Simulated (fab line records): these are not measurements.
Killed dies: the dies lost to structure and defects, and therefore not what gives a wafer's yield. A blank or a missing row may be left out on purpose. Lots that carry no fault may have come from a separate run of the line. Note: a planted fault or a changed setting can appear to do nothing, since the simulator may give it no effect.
fab line records	flow n5Finfet	part 1 of 2: steps 1 to 4 of 6
record lots=21	wafers=63	lastDay=18
route steps=1938 shown BEOL_M2@858
lots that met no fault: from a run of the same line without faults
startH: start of the lot's first displayed wafer, in hours after the record's first day	waitH: hours elapsed since this lot's preceding step	" repeats the value in the row above	L1.1+2: a single row standing in for several wafers	- no value, or no start was given	* or withheld: withheld	< > ~ a bound
route shown NAME@n: a module of which the file shows steps, and the number in the route of the first	usual: the fault-free wafers' mean and standard deviation	same: alike in all rows	chamber/n: place in a boat	sites: each site's reading	_std_site: how widely they spread, as a standard deviation	_edge_site: mean of outer sites minus mean of inner sites	radiusMm: for every site, how far away it sits from the centre of the wafer	mask NAME#n: copy n	behind: tool/chamber where the wafer was last shaped	hold: the reason the lot was held/the length of the hold in hours/how it ended	device: names the non-switching transistor (n, p or np)	end of line: the same wafers' tests at the end of the route	a step with no rows: only its recipe	killed: the dies lost at the first sort to structure and to defects; this is not the yield of the wafer	map: shows each die of a wafer: x if killed, . if not, _ if none is there
set.NAME: the setting as run; set.NAME@STEP: as run at that earlier step	model.NAME: the simulator's own value behind a step, which no gauge read
steps of the route over a sample of lots; a table a step, a row a wafer
services: a tool's chamber out of use, with start hour (startH, from the record's first day; less than 0 if before it), hours out, and reason
## steps
# step N5_BEOL_M2_ETCH_74
# recipe chemistry=N2/H2	target=underlayer	targetDepthA=65	maskMaterial=CAR-EUV	timeS=5.2	ionEnergyEv=200	pressureMtorr=30	sourceW=840	biasW=150	n2FlowSccm=200	h2FlowSccm=200	ends=cleared
# usual drypumpMotorCurrentA=5.9/0.57	etchRfOnTimeS=5.19/0.12	oesProductAu=0.64/0.047	rfVppV=523.7/2.4	showerheadPlenumPTorr=2.53/0.071	throttleValvePct=18.03/0.28
lot.wafer	tool	chamber	startH	waitH	drypumpMotorCurrentA	etchRfOnTimeS	oesProductAu	rfHoursCounterH	rfVppV	showerheadPlenumPTorr	throttleValvePct
L074.2	rieDiel-02	0	137.43	0.0	5.6	5.37	0.60	224	526.2	2.63	18.21
L074.3	"	3	"	"	5.0	5.06	0.64	165	523.3	2.54	18.32
L074.6	"	3	"	"	5.0	5.07	0.64	-	524.0	2.54	18.34
L075.2	rieDiel-04	0	138.39	0.0	6.8	5.18	0.62	189	520.6	2.41	18.07
L075.4	"	2	"	"	6.2	4.98	0.77	33	521.3	2.48	17.51
L075.5	"	1	"	"	6.0	5.22	0.61	-	523.1	2.52	18.32
L076.1	rieDiel-01	1	143.59	0.0	5.4	5.24	0.71	60	525.6	2.58	17.62
L076.4	"	0	"	"	5.3	5.24	0.75	36	525.3	2.56	17.53
L076.5	"	1	"	"	5.4	5.22	0.69	-	526.4	2.58	17.64
L077.3	rieDiel-02	1	150.68	0.0	6.6	5.15	0.61	155	524.1	2.54	18.18
L077.5	"	1	"	"	6.6	5.14	0.63	-	524.2	2.54	18.17
L077.6	"	0	"	"	5.6	5.35	0.60	-	528.0	2.63	18.21
L078.1	rieDiel-04	0	177.10	0.0	6.8	5.23	0.61	199	520.4	2.40	18.10
L078.2	"	2	"	"	6.1	5.05	0.76	46	520.6	2.48	17.56
L078.5	"	0	"	"	6.8	5.26	0.61	-	520.1	2.40	18.13
L079.2	rieDiel-01	0	180.28	0.0	5.3	5.36	0.72	48	525.6	2.56	17.54
L079.3	"	1	"	"	5.5	5.27	0.68	72	523.9	2.58	17.63
L079.6	"	2	"	"	5.2	5.32	0.67	-	521.6	2.47	17.80
L080.2	rieDiel-04	0	180.97	0.0	6.8	5.31	0.62	201	520.6	2.40	18.11
L080.3	"	1	"	"	6.0	5.32	0.60	218	522.4	2.52	18.32
L080.5	"	1	"	"	6.0	5.29	0.60	-	525.4	2.52	18.30
L082.3	rieDiel-02	0	181.38	0.0	5.6	5.43	0.59	241	526.4	2.62	18.24
L082.5	"	1	"	"	6.6	5.19	0.61	-	523.7	2.54	18.19
L082.6	"	2	"	"	5.8	5.05	0.65	-	525.8	2.63	17.77
L083.1	rieDiel-01	2	185.75	0.0	5.2	5.25	0.68	97	521.9	2.47	17.77
L083.2	"	1	"	"	5.5	5.24	0.69	74	525.4	2.58	17.66
L083.6	"	2	"	"	5.1	5.22	0.68	-	524.1	2.47	17.77
L084.1	rieDiel-02	2	187.31	0.0	5.8	5.07	0.64	178	526.7	2.63	17.82
L084.4	"	0	"	"	5.6	5.46	0.59	243	525.2	2.62	18.26
L084.5	"	1	"	"	6.6	5.19	0.62	-	520.7	2.54	18.18
L085.1	rieDiel-02	0	195.55	0.0	5.6	5.42	0.59	246	524.2	2.62	18.26
L085.3	"	1	"	"	6.6	5.16	0.61	170	523.5	2.54	18.19
L085.6	"	3	"	"	5.0	5.12	0.62	-	523.0	2.53	18.39
L086.3	rieDiel-02	2	209.41	0.0	5.8	5.06	0.63	185	528.0	2.63	17.81
L086.4	"	3	"	"	5.0	5.06	0.62	190	522.3	2.53	18.38
L086.5	"	1	"	"	6.6	5.20	0.61	-	519.1	2.54	18.24
L087.2	rieDiel-02	1	213.99	0.0	6.6	5.20	0.60	177	522.8	2.53	18.22
L087.3	"	3	"	"	5.0	5.05	0.61	192	523.7	2.53	18.37
L087.5	"	3	"	"	5.0	5.06	0.62	-	524.9	2.53	18.37
L089.1	rieDiel-04	1	222.62	0.0	6.0	5.32	0.59	233	522.4	2.51	18.35
L089.2	"	0	"	"	6.8	5.24	0.60	215	518.8	2.39	18.12
L089.3	"	3	"	"	5.3	5.21	0.63	182	520.4	2.43	18.15
L091.1	rieDiel-01	1	242.83	0.0	5.5	5.25	0.68	89	523.9	2.57	17.66
L091.2	"	0	"	"	5.3	5.23	0.72	66	524.2	2.55	17.61
L091.4	"	3	"	"	6.3	5.32	0.67	80	524.4	2.58	17.53
L092.1	rieDiel-04	3	243.08	0.0	5.3	5.24	0.62	190	521.8	2.43	18.17
L092.2	"	2	"	"	6.1	5.06	0.73	70	521.4	2.47	17.62
L092.3	"	1	"	"	6.0	5.24	0.60	239	522.6	2.51	18.36
L093.1	rieDiel-04	3	251.79	0.0	5.3	5.20	0.63	192	522.2	2.43	18.15
L093.3	"	2	"	"	6.1	5.12	0.72	73	520.0	2.47	17.60
L093.5	"	1	"	"	6.0	5.32	0.59	-	524.1	2.51	18.37
L094.1	rieDiel-02	0	256.12	0.0	5.6	5.26	0.76	12	526.8	2.61	17.86
L094.4	"	2	"	"	5.8	5.05	0.64	204	525.9	2.62	17.85
L094.5	"	0	"	"	5.6	5.34	0.76	-	523.4	2.61	17.84
L095.2	rieDiel-02	1	265.48	0.0	6.6	5.11	0.60	196	522.5	2.53	18.28
L095.3	"	2	"	"	5.9	5.13	0.64	207	524.9	2.62	17.84
L095.6	"	0	"	"	5.6	5.32	0.75	-	525.6	2.61	17.87
L096.1	rieDiel-02	0	265.98	0.0	5.6	5.29	0.75	14	527.6	2.61	17.84
L096.3	"	1	"	"	6.6	5.14	0.60	197	523.9	2.53	18.27
L096.4	"	3	"	"	5.0	5.04	0.61	211	522.8	2.52	18.41
L097.3	rieDiel-02	3	273.15	0.0	5.0	5.06	0.61	214	525.7	2.52	18.43
L097.5	"	2	"	"	5.9	5.10	0.62	-	526.9	2.62	17.85
L097.6	"	1	"	"	6.6	5.13	0.60	-	522.8	2.52	18.26
# step N5_BEOL_M2_STRIP_66
# recipe chemistry=CF4	resist=SiARC	powerW=300	biasPowerW=75	pressureMtorr=50	cf4FlowSccm=150	rfFrequencyHz=6e+07
# usual drypumpMotorCurrentA=5.9/0.57	oesProductAu=0.74/0.054	rfVppV=270.9/1.4	showerheadPlenumPTorr=1.79/0.045	throttleValvePct=13.76/0.27
lot.wafer	tool	chamber	startH	waitH	drypumpMotorCurrentA	oesProductAu	rfHoursCounterH	rfVppV	showerheadPlenumPTorr	throttleValvePct
L074.2	rieDiel-02	0	137.61	0.0	5.6	0.72	224	273.3	1.85	13.96
L074.3	"	3	"	"	5.0	0.73	165	271.4	1.80	14.03
L074.6	"	3	"	"	5.0	0.73	-	270.8	1.80	14.04
L075.2	rieDiel-04	0	138.57	0.0	6.8	0.72	189	269.4	1.70	13.93
L075.4	"	2	"	"	6.1	0.88	33	270.9	1.76	13.29
L075.5	"	1	"	"	6.0	0.72	-	269.8	1.79	14.00
L076.1	rieDiel-01	1	143.77	0.0	5.4	0.82	60	272.3	1.81	13.38
L076.4	"	0	"	"	5.3	0.87	36	271.5	1.81	13.42
L076.5	"	1	"	"	5.4	0.81	-	270.7	1.81	13.38
L077.3	rieDiel-02	1	150.86	0.0	6.6	0.72	155	271.2	1.79	13.78
L077.5	"	1	"	"	6.6	0.72	-	271.1	1.79	13.80
L077.6	"	0	"	"	5.6	0.72	-	272.7	1.85	13.93
L078.1	rieDiel-04	0	177.27	0.0	6.8	0.70	199	268.7	1.70	13.96
L078.2	"	2	"	"	6.2	0.85	46	270.8	1.76	13.32
L078.5	"	0	"	"	6.8	0.71	-	268.6	1.70	13.96
L079.2	rieDiel-01	0	180.46	0.0	5.3	0.85	48	270.5	1.81	13.46
L079.3	"	1	"	"	5.4	0.80	72	269.7	1.81	13.40
L079.6	"	2	"	"	5.1	0.78	-	270.0	1.74	13.55
L080.2	rieDiel-04	0	181.14	0.0	6.8	0.71	201	268.3	1.70	13.97
L080.3	"	1	"	"	6.0	0.71	218	270.2	1.78	14.05
L080.5	"	1	"	"	6.0	0.71	-	270.9	1.78	14.04
L082.3	rieDiel-02	0	181.56	0.0	5.6	0.71	241	271.8	1.84	13.98
L082.5	"	1	"	"	6.6	0.71	-	271.9	1.79	13.81
L082.6	"	2	"	"	5.8	0.74	-	271.9	1.85	13.57
L083.1	rieDiel-01	2	185.92	0.0	5.1	0.78	97	270.6	1.74	13.54
L083.2	"	1	"	"	5.4	0.80	74	270.4	1.81	13.42
L083.6	"	2	"	"	5.1	0.78	-	269.6	1.74	13.55
L084.1	rieDiel-02	2	187.49	0.0	5.8	0.73	178	270.1	1.85	13.59
L084.4	"	0	"	"	5.6	0.70	243	272.0	1.84	13.98
L084.5	"	1	"	"	6.6	0.71	-	270.7	1.79	13.81
L085.1	rieDiel-02	0	195.73	0.0	5.6	0.71	246	272.0	1.84	13.98
L085.3	"	1	"	"	6.6	0.71	170	270.1	1.78	13.83
L085.6	"	3	"	"	5.0	0.72	-	271.8	1.79	14.08
L086.3	rieDiel-02	2	209.58	0.0	5.8	0.73	185	272.7	1.84	13.61
L086.4	"	3	"	"	5.0	0.71	190	269.5	1.79	14.11
L086.5	"	1	"	"	6.6	0.71	-	270.7	1.78	13.83
L087.2	rieDiel-02	1	214.16	0.0	6.6	0.71	177	271.0	1.78	13.84
L087.3	"	3	"	"	5.0	0.70	192	270.7	1.79	14.11
L087.5	"	3	"	"	5.0	0.71	-	270.4	1.79	14.09
L089.1	rieDiel-04	1	222.79	0.0	6.0	0.70	233	270.0	1.78	14.08
L089.2	"	0	"	"	6.8	0.70	215	270.2	1.70	13.98
L089.3	"	3	"	"	5.3	0.73	182	269.5	1.72	13.82
L091.1	rieDiel-01	1	243.00	0.0	5.4	0.79	89	271.4	1.80	13.44
L091.2	"	0	"	"	5.3	0.83	66	271.9	1.80	13.51
L091.4	"	3	"	"	6.3	0.78	80	271.6	1.81	13.15
L092.1	rieDiel-04	3	243.26	0.0	5.3	0.73	190	267.9	1.72	13.82
L092.2	"	2	"	"	6.2	0.82	70	271.5	1.75	13.38
L092.3	"	1	"	"	6.0	0.69	239	269.3	1.78	14.09
L093.1	rieDiel-04	3	251.97	0.0	5.3	0.73	192	271.2	1.72	13.83
L093.3	"	2	"	"	6.1	0.82	73	270.7	1.75	13.38
L093.5	"	1	"	"	6.0	0.70	-	270.8	1.78	14.09
L094.1	rieDiel-02	0	256.30	0.0	5.6	0.90	12	272.3	1.84	13.46
L094.4	"	2	"	"	5.9	0.72	204	272.9	1.84	13.64
L094.5	"	0	"	"	5.6	0.89	-	272.8	1.84	13.45
L095.2	rieDiel-02	1	265.65	0.0	6.6	0.68	197	270.7	1.78	13.89
L095.3	"	2	"	"	5.8	0.71	207	270.8	1.84	13.65
L095.6	"	0	"	"	5.6	0.88	-	272.4	1.84	13.46
L096.1	rieDiel-02	0	266.16	0.0	5.6	0.89	15	272.5	1.84	13.47
L096.3	"	1	"	"	6.6	0.69	197	271.0	1.78	13.89
L096.4	"	3	"	"	5.0	0.70	211	270.0	1.79	14.14
L097.3	rieDiel-02	3	273.33	0.0	5.0	0.69	215	271.8	1.79	14.15
L097.5	"	2	"	"	5.8	0.71	-	273.7	1.84	13.67
L097.6	"	1	"	"	6.6	0.69	-	272.8	1.78	13.90
# step N5_BEOL_M2_CD_MEAS_18
# recipe pitchNm=36	targetCdNm=18
# usual cdNm=18.0/0.4
lot.wafer	tool	chamber	startH	waitH	cdNm
L074.2	cdSem-02	-	137.91	0.1	17.8
L074.3	"	-	"	"	18.0
L074.6	"	-	"	"	18.1
L075.2	cdSem-01	-	138.85	0.1	17.6
L075.4	"	-	"	"	18.2
L075.5	"	-	"	"	17.7
L076.1	cdSem-01	-	143.99	0.0	17.6
L076.4	"	-	"	"	17.9
L076.5	"	-	"	"	17.2
L077.3	cdSem-01	-	151.18	0.1	17.1
L077.5	"	-	"	"	17.6
L077.6	"	-	"	"	17.8
L078.1	cdSem-03	-	177.50	0.0	17.7
L078.2	"	-	"	"	18.5
L078.5	"	-	"	"	17.8
L079.2	cdSem-01	-	180.74	0.1	18.2
L079.3	"	-	"	"	17.3
L079.6	"	-	"	"	18.2
L080.2	cdSem-03	-	181.41	0.1	17.0
L080.3	"	-	"	"	17.6
L080.5	"	-	"	"	17.8
L082.3	cdSem-02	-	181.80	0.1	18.5
L082.5	"	-	"	"	17.1
L082.6	"	-	"	"	18.6
L083.1	cdSem-03	-	186.14	0.0	17.6
L083.2	"	-	"	"	17.6
L083.6	"	-	"	"	17.8
L084.1	cdSem-02	-	187.74	0.0	17.9
L084.4	"	-	"	"	18.6
L084.5	"	-	"	"	17.3
L085.1	cdSem-01	-	195.95	0.0	18.7
L085.3	"	-	"	"	17.5
L085.6	"	-	"	"	18.2
L086.3	cdSem-01	-	210.05	0.1	18.9
L086.4	"	-	"	"	18.4
L086.5	"	-	"	"	17.7
L087.2	cdSem-02	-	214.52	0.1	17.9
L087.3	"	-	"	"	18.8
L087.5	"	-	"	"	18.3
L089.1	cdSem-02	-	223.02	0.0	18.0
L089.2	"	-	"	"	17.3
L089.3	"	-	"	"	18.0
L091.1	cdSem-03	-	243.27	0.0	17.8
L091.2	"	-	"	"	18.8
L091.4	"	-	"	"	18.1
L092.1	cdSem-03	-	243.49	0.0	18.0
L092.2	"	-	"	"	18.1
L092.3	"	-	"	"	17.4
L093.1	cdSem-01	-	252.33	0.0	18.4
L093.3	"	-	"	"	18.0
L093.5	"	-	"	"	18.1
L094.1	cdSem-03	-	256.53	0.1	17.6
L094.4	"	-	"	"	18.4
L094.5	"	-	"	"	18.0
L095.2	cdSem-02	-	265.89	0.1	18.2
L095.3	"	-	"	"	18.6
L095.6	"	-	"	"	17.8
L096.1	cdSem-03	-	266.38	0.0	18.3
L096.3	"	-	"	"	18.1
L096.4	"	-	"	"	18.9
L097.3	cdSem-02	-	273.56	0.1	18.5
L097.5	"	-	"	"	18.5
L097.6	"	-	"	"	17.3
# step N5_BEOL_M2_ETCHBACK_99
# recipe chemistry=CHF3	target=SiO2	targetDepthA=50	timeS=10.4	sourceW=215	biasW=47	Ar_flow_sccm=200	CHF3_flow_sccm=12	ionEnergyEv=100	pressureMtorr=30
# usual drypumpMotorCurrentA=5.8/0.55	oesProductAu=0.78/0.061	rfVppV=240/4.5	showerheadPlenumPTorr=2.14/0.06	throttleValvePct=17.13/0.28
lot.wafer	tool	chamber	startH	waitH	drypumpMotorCurrentA	oesProductAu	rfHoursCounterH	rfVppV	showerheadPlenumPTorr	throttleValvePct
L075.2	rieDiel-01	2	140.95	1.5	5.1	0.81	82	247	2.08	17.00
L075.4	"	0	"	"	5.3	0.89	35	234	2.20	17.08
L075.5	"	3	"	"	6.2	0.83	-	237	2.19	16.60
L074.2	rieDiel-04	2	142.63	4.0	6.2	0.90	34	236	2.09	16.69
L074.3	"	0	"	"	6.8	0.72	190	243	2.05	17.44
L074.6	"	1	"	"	6.0	0.73	-	243	2.12	17.39
L076.1	rieDiel-02	0	147.94	2.9	5.6	0.72	228	238	2.21	17.37
L076.4	"	1	"	"	6.6	0.74	154	243	2.15	17.30
L076.5	"	0	"	"	5.6	0.72	-	237	2.21	17.37
L077.3	rieDiel-01	3	154.95	3.2	6.3	0.82	54	237	2.19	16.61
L077.5	"	3	"	"	6.2	0.82	-	237	2.19	16.61
L077.6	"	0	"	"	5.3	0.88	-	234	2.20	17.07
L078.1	rieDiel-01	2	181.55	3.1	5.1	0.79	96	247	2.08	17.03
L078.2	"	1	"	"	5.5	0.82	73	239	2.20	17.03
L078.5	"	0	"	"	5.3	0.86	-	234	2.20	17.11
L080.2	rieDiel-01	3	182.66	0.4	6.3	0.81	63	238	2.18	16.63
L080.3	"	2	"	"	5.2	0.79	96	248	2.08	17.02
L080.5	"	2	"	"	5.2	0.79	-	247	2.08	17.01
L079.2	rieDiel-04	0	182.81	0.8	6.8	0.71	202	243	2.04	17.47
L079.3	"	3	"	"	5.3	0.75	168	242	2.07	17.28
L079.6	"	1	"	"	6.0	0.71	-	244	2.12	17.42
L082.3	rieDiel-01	1	186.35	2.1	5.5	0.81	74	241	2.20	17.02
L082.5	"	1	"	"	5.5	0.81	-	240	2.20	17.01
L082.6	"	0	"	"	5.3	0.86	-	234	2.19	17.09
L083.1	rieDiel-01	1	194.38	7.5	5.5	0.81	76	241	2.20	17.04
L083.2	"	2	"	"	5.1	0.79	99	247	2.08	17.01
L083.6	"	2	"	"	5.2	0.79	-	246	2.08	17.02
L084.1	rieDiel-04	2	194.41	5.8	6.2	0.86	51	235	2.08	16.72
L084.4	"	3	"	"	5.3	0.75	172	241	2.07	17.29
L084.5	"	1	"	"	6.0	0.70	-	242	2.12	17.44
L085.1	rieDiel-01	2	197.36	0.6	5.1	0.78	100	245	2.08	17.03
L085.3	"	0	"	"	5.3	0.83	54	234	2.19	17.11
L085.6	"	0	"	"	5.3	0.85	-	233	2.19	17.11
L086.3	rieDiel-02	3	213.05	2.3	5.1	0.72	192	234	2.13	17.51
L086.4	"	1	"	"	6.6	0.71	-	245	2.14	17.35
L086.5	"	2	"	"	5.8	0.74	-	244	2.23	17.12
L087.2	rieDiel-02	1	216.43	1.0	6.6	0.71	178	242	2.14	17.35
L087.3	"	3	"	"	5.0	0.72	193	235	2.13	17.52
L087.5	"	2	"	"	5.8	0.74	-	243	2.23	17.14
L089.1	rieDiel-04	2	238.64	15.0	6.1	0.84	68	235	2.08	16.75
L089.2	"	3	"	"	5.3	0.73	187	242	2.06	17.31
L089.3	"	1	"	"	6.0	0.69	237	244	2.11	17.46
L091.1	rieDiel-02	0	245.53	0.9	5.6	0.91	8	238	2.20	16.96
L091.2	"	1	"	"	6.6	0.71	189	243	2.14	17.37
L091.4	"	3	"	"	5.0	0.71	205	233	2.13	17.53
L092.1	rieDiel-01	3	246.43	1.5	6.2	0.78	82	237	2.18	16.67
L092.2	"	1	"	"	5.4	0.79	91	240	2.20	17.06
L092.3	"	2	"	"	5.1	0.77	114	247	2.07	17.04
L093.1	rieDiel-02	2	255.12	1.7	5.8	0.72	204	244	2.22	17.14
L093.3	"	1	"	"	6.6	0.71	193	244	2.14	17.38
L093.5	"	1	"	"	6.6	0.71	-	243	2.14	17.38
L094.1	rieDiel-04	0	259.28	1.9	6.8	0.69	228	242	2.04	17.49
L094.4	"	1	"	"	6.0	0.69	246	243	2.11	17.48
L094.5	"	2	"	"	6.1	0.85	-	235	2.07	16.76
L095.2	rieDiel-02	1	267.19	0.7	6.6	0.70	197	244	2.14	17.40
L095.3	"	3	"	"	5.0	0.71	212	233	2.13	17.54
L095.6	"	3	"	"	5.0	0.70	-	234	2.13	17.56
L096.1	rieDiel-04	0	272.44	5.2	6.8	0.69	232	244	2.03	17.52
L096.3	"	3	"	"	5.3	0.73	199	244	2.06	17.34
L096.4	"	0	"	"	6.8	0.69	-	242	2.03	17.52
L097.3	rieDiel-01	2	278.03	2.9	5.1	0.76	124	248	2.07	17.08
L097.5	"	3	"	"	6.2	0.78	-	237	2.17	16.68
L097.6	"	2	"	"	5.1	0.76	-	248	2.07	17.07
